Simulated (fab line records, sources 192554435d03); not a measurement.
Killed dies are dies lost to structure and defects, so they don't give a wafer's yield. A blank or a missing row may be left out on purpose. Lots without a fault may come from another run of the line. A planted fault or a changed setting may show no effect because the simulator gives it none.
Split-lot experiment | flow n5_finfet | 7 lots, 21 wafers read, on a route of 1938 steps

THE SPLIT
At N5_BEOL_M7_TRENCH_ETCH_37 (etches SiCOH lowk in C4F6/O2, target depth 93.478 nm, time 31.2 s), the setting time_s was moved away from the recipe's 31.2 s on 4 of the 21 wafers read, by -19.3% to +22.0%. The other wafers ran this setting at the recipe's value.

FROM THE SPLIT TO THE READING: what the file shows between them, 11 steps
- N5_BEOL_M7_ETCH_41: etches SiCN in CH3F/O2, target depth 31.9 nm, time 57.8 s (also split here: bias_w)
- N5_BEOL_M7_STRIP_80: strips in N2/H2, time 10 s
- N5_BEOL_M7_OCD_MEAS_38
- N5_BEOL_M7_HM_STRIP_39: strips TiN in peroxide tin strip, target depth 25 nm, time 158 s
- N5_BEOL_M7_SRD_40: time 30 s
- N5_BEOL_M7_ECD_50: material Cu, target thk 300 nm
- N5_BEOL_M7_ANNEAL_51: time 90 s
- N5_BEOL_M7_CMP_52: polishes, stops on SiCOH lowk, t overpolish 6.9 s, target thk 80 nm
- N5_BEOL_M7_THK_MEAS_53: measures by xrf
- N5_BEOL_M7_PRE_CLEAN_55: time 15 s
- N5_BEOL_M7_DEP_56: deposits SiCN from 3MS/NH3, target thk 10 nm, time 17.5 s

THE READING
M7_RS, in ohm/sq, at N5_BEOL_M7_RS_MEAS_57 (measures by four-point-probe). Fault-free wafers of this fab line usually give 0.285 ohm/sq, standard deviation 0.0077 ohm/sq.

wafer  | tool, chamber at the split | time_s as run, s | against the recipe | M7_RS, ohm/sq | against lot-mates on the recipe
L079.1 | rie_diel-03, 1             | 31.2             | recipe             | 0.285         | -
L079.2 | rie_diel-03, 0             | 31.2             | recipe             | 0.278         | -
L079.3 | rie_diel-03, 2             | 31.2             | recipe             | 0.289         | -
L080.3 | rie_diel-03, 3             | 31.2             | recipe             | 0.283         | -
L080.4 | rie_diel-03, 0             | 31.2             | recipe             | 0.286         | -
L080.6 | rie_diel-03, 2             | 31.2             | recipe             | 0.298         | -
L081.1 | rie_diel-05, 0             | 31.2             | recipe             | 0.302         | -
L081.4 | rie_diel-05, 1             | 31.2             | recipe             | 0.283         | -
L081.6 | rie_diel-05, 2             | 31.2             | recipe             | 0.277         | -
L082.2 | rie_diel-05, 1             | 33.19            | +6.4%              | 0.257         | -0.043
L082.3 | rie_diel-05, 2             | 33.19            | +6.4%              | 0.257         | -0.043
L082.4 | rie_diel-05, 0             | 31.2             | recipe             | 0.300         | -
L088.3 | rie_diel-06, 2             | 31.2             | recipe             | 0.278         | -
L088.4 | rie_diel-06, 1             | 38.07            | +22.0%             | 0.224         | -0.060
L088.6 | rie_diel-06, 0             | 31.2             | recipe             | 0.291         | -
L097.4 | rie_diel-05, 2             | 31.2             | recipe             | 0.274         | -
L097.5 | rie_diel-05, 1             | 31.2             | recipe             | 0.280         | -
L097.6 | rie_diel-05, 2             | 25.18            | -19.3%             | 0.391         | +0.114
L096.1 | rie_diel-06, 2             | 31.2             | recipe             | 0.283         | -
L096.5 | rie_diel-06, 2             | 31.2             | recipe             | 0.288         | -
L096.6 | rie_diel-06, 3             | 31.2             | recipe             | 0.277         | -

THE FIT
A straight line over all 21 wafers: M7_RS changes by -0.00404 ohm/sq for each +1% of time_s; r = -0.93; the points scatter about the line by 0.012 ohm/sq.
The same after taking each lot's own level away (the mean of its wafers on the recipe; 21 wafers): -0.00438 ohm/sq for each +1%; r = -0.92; scatter 0.013 ohm/sq.
On that fit, the largest move of time_s shifts the reading by 0.096 ohm/sq.
The lots' own levels span 0.2770 to 0.3000 ohm/sq, that is 3.0 times the standard deviation above.
So the lot-to-lot level changes the slope little: the two slopes agree.
Check: with one of the wafers moved furthest among these (+22.0%) left out of the fit, the line predicts -0.134 ohm/sq for it against its lot-mates. It came out at -0.0605 ohm/sq against them.

OTHER SPLITS ON THESE WAFERS
These wafers also went through other splits before the reading. Each is held against what the fit with the lots' levels taken away leaves over:
other split on the same wafers | wafers away from the commonest value | r with M7_RS (lot level and that fit taken away)
N5_BEOL_M6_EXPOSE_08 dose_mj   | 11                                   | -0.44
N5_BEOL_M7_ETCH_41 bias_w      | 6                                    | -0.38

THE WHOLE CHAIN: every reading that the file lists as answering this split, in the file's order
step                      | what it does                                                        | reading                                                                      | change (the file's fit)               | r (the file's)
N5_BEOL_M7_TRENCH_ETCH_37 | etches SiCOH lowk in C4F6/O2, target depth 93.478 nm, time 31.2 s   | etch.depth_nm (the simulator's own value, which no gauge read)               | +0.959 nm for each +1% of the setting | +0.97
N5_BEOL_M7_TRENCH_ETCH_37 | etches SiCOH lowk in C4F6/O2, target depth 93.478 nm, time 31.2 s   | BEOL_M7.feature_depth_nm (the simulator's own value, which no gauge read)    | +0.96 nm for each +1% of the setting  | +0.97
N5_BEOL_M7_OCD_MEAS_38    |                                                                     | trench_depth_nm                                                              | +0.945 nm for each +1% of the setting | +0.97
N5_BEOL_M7_CMP_52         | polishes, stops on SiCOH lowk, t overpolish 6.9 s, target thk 80 nm | Cu_of_BEOL_M7_ECD_50.thk_nm (the simulator's own value, which no gauge read) | +0.978 nm for each +1% of the setting | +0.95
N5_BEOL_M7_THK_MEAS_53    | measures by xrf                                                     | M7_THK                                                                       | +1.01 for each +1% of the setting     | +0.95
N5_BEOL_M7_RS_MEAS_57     | measures by four-point-probe                                        | M7_RS                                                                        | -0.00425 for each +1% of the setting  | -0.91

THE FILE'S OWN FIT
M7_RS changes by -0.00425 ohm/sq for each +1% of time_s, r = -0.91.
